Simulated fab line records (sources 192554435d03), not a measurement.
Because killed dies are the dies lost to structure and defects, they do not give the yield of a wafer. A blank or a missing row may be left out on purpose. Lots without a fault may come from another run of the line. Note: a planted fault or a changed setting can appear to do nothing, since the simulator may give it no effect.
Lot-split experiment    flow n5-finfet    7 lots, 21 wafers read, on a route of 1938 steps

ABOUT THE SPLIT
At N5_BEOL_M13_EXPOSE_25 (exposes mask M13, target cd 210 nm), the setting dose-mj was moved away from the recipe's 22 on 10 of the 21 wafers read, by -3.7% to +7.0%. All remaining wafers had this setting at the recipe value.

FROM THE SPLIT TO THE READING: what the file shows between them, 2 steps
- N5_BEOL_M13_PEB_26: peb time 90 s
- N5_BEOL_M13_DEVELOP_27: develop time 45 s

THE READING
BEOL_M13.cd-nm (the simulator's own value, which no gauge read), in nm, at N5_BEOL_M13_DESCUM_33 (chemistry O2, time 7.9 s). No usual value for it is given in the file. Average 209.9 nm, standard deviation 1.2 nm, over the 11 wafers here run with the recipe.

wafer   tool, chamber at the split  dose-mj as run  against the recipe  BEOL_M13.cd-nm, nm  against lot-mates on the recipe
L077.1  krf-scanner-01, 0           22              recipe              210.2               -
L077.2  krf-scanner-01, 0           22              recipe              208                 -
L077.4  krf-scanner-01, 0           23.31           +6.0%               216                 +6.9
L079.2  krf-scanner-01, 0           23.53           +7.0%               216.2               no lot-mate on the recipe
L079.3  krf-scanner-01, 0           23.53           +7.0%               215.8               no lot-mate on the recipe
L079.4  krf-scanner-01, 0           23.53           +7.0%               215.4               no lot-mate on the recipe
L078.2  krf-scanner-02, 0           22              recipe              209.6               -
L078.3  krf-scanner-02, 0           22.89           +4.0%               215.4               +5.0
L078.6  krf-scanner-02, 0           22              recipe              211.2               -
L087.1  krf-scanner-01, 0           22              recipe              210                 -
L087.2  krf-scanner-01, 0           22              recipe              210.2               -
L087.6  krf-scanner-01, 0           22              recipe              209                 -
L090.1  krf-scanner-02, 0           22              recipe              208.2               -
L090.5  krf-scanner-02, 0           21.55           -2.0%               208.2               -0.5
L090.6  krf-scanner-02, 0           22              recipe              209.2               -
L092.1  krf-scanner-01, 0           21.18           -3.7%               202.6               -9.2
L092.5  krf-scanner-01, 0           21.18           -3.7%               206.8               -5.0
L092.6  krf-scanner-01, 0           22              recipe              211.8               -
L095.3  krf-scanner-01, 0           22              recipe              211.4               -
L095.4  krf-scanner-01, 0           22.95           +4.3%               213.4               +2.0
L095.5  krf-scanner-01, 0           22.95           +4.3%               215                 +3.6

FIT RESULTS
A straight line over all 21 wafers: BEOL_M13.cd-nm changes by +1 nm for each +1% of dose-mj; r = +0.93; the points scatter about the line by 1.4 nm.
The same after taking each lot's own level away (the mean of its wafers on the recipe; 18 wafers): +1.19 nm for each +1%; r = +0.90; scatter 1.6 nm.
On that fit, the largest move of dose-mj shifts the reading by 8.2 nm.
The lots' own levels span 208.70 to 211.80 nm, that is 2.6 times the standard deviation above.
So the slope is not independent of the lot-to-lot level: the two fits are not the same.
Check: with one of the wafers moved furthest among these (+6.0%) left out of the fit, the line predicts +6.48 nm for it against its lot-mates. It came out at +6.9 nm against them.

FILE'S OWN FIT
BEOL_M13.cd-nm changes by +1.14 nm for each +1% of dose-mj, r = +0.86.
